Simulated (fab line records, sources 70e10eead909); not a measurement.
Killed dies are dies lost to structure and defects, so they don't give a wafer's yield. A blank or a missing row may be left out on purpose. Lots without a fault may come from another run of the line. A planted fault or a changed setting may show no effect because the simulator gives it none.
Chamber matching | flow nand_harc | NHARC_A_M1_ETCH_35 on rie_diel-05: 4 sister chambers
The step etches the open film in N2/H2, target depth 40 nm, overetch 12 nm, time 43.94 s. 16 wafers are shown with their chamber, then 8 later ones without.

WAFERS WITH THEIR CHAMBER
wafer  | chamber | showerhead_plenum_p_Torr (Torr) | rf_vpp_V (V) | throttle_valve_pct (%)
L077.3 | 3       | 1.94                            | 427.6        | 14.167
L077.4 | 1       | 2.02                            | 430.4        | 14.171
L077.6 | 2       | 2.16                            | 433.5        | 14.178
L085.1 | 3       | 1.94                            | 428.4        | 14.171
L085.2 | 1       | 2.02                            | 429.2        | 14.181
L085.3 | 2       | 2.15                            | 433.1        | 14.169
L083.2 | 1       | 2.02                            | 430.4        | 14.171
L083.4 | 3       | 1.94                            | 428.8        | 14.169
L083.6 | 2       | 2.15                            | 434.4        | 14.165
L083.1 | 2       | 2.15                            | 433.8        | 14.174
L083.3 | 0       | 1.98                            | 429.4        | 14.170
L083.5 | 1       | 2.02                            | 430.1        | 14.162
L088.1 | 2       | 2.15                            | 432.9        | 14.180
L088.4 | 3       | 1.94                            | 429.2        | 14.170
L088.5 | 0       | 1.98                            | 428.3        | 14.163
L087.3 | 1       | 2.02                            | 430.2        | 14.170

SIGNATURES (means of the wafers above)
reading                  | chamber 0 | chamber 1 | chamber 2 | chamber 3 | scatter within a chamber
showerhead_plenum_p_Torr | 1.9800    | 2.0200    | 2.1520    | 1.9400    | 0.00258
rf_vpp_V                 | 428.850   | 430.060   | 433.540   | 428.500   | 0.606
throttle_valve_pct       | 14.16650  | 14.17100  | 14.17320  | 14.16925  | 0.00555
Rule: a wafer's distance from a chamber is the root of the sum, over the readings, of the square of ((its reading less the chamber's mean) divided by the reading's scatter). The wafer belongs to the nearest chamber; if the next one is less than 2 further off, it can't be placed. The scatter: the root of (the sum of the squares of (reading less its chamber's mean) over the shown wafers, divided by (wafers less chambers)).

WAFERS WITHOUT THEIR CHAMBER
wafer  | showerhead_plenum_p_Torr (Torr) | rf_vpp_V (V) | throttle_valve_pct (%)
L087.4 | 2.15                            | 433.6        | 14.158
L087.6 | 2.02                            | 428.3        | 14.169
L092.4 | 1.98                            | 427.7        | 14.178
L092.5 | 1.98                            | 428.3        | 14.169
L092.6 | 2.02                            | 430.1        | 14.179
L092.1 | 1.93                            | 426.8        | 14.162
L092.2 | 2.02                            | 429.8        | 14.166
L092.3 | 2.15                            | 434.1        | 14.165

WHICH CHAMBER EACH WENT THROUGH
wafer  | from the rows above | in truth
L087.4 | 2                   | 2
L087.6 | 1                   | 1
L092.4 | 0                   | 0
L092.5 | 0                   | 0
L092.6 | 1                   | 1
L092.1 | 3                   | 3
L092.2 | 1                   | 1
L092.3 | 2                   | 2
Placed correctly: 8 of 8. Can't be placed from these rows: 0. Placed wrongly: 0.
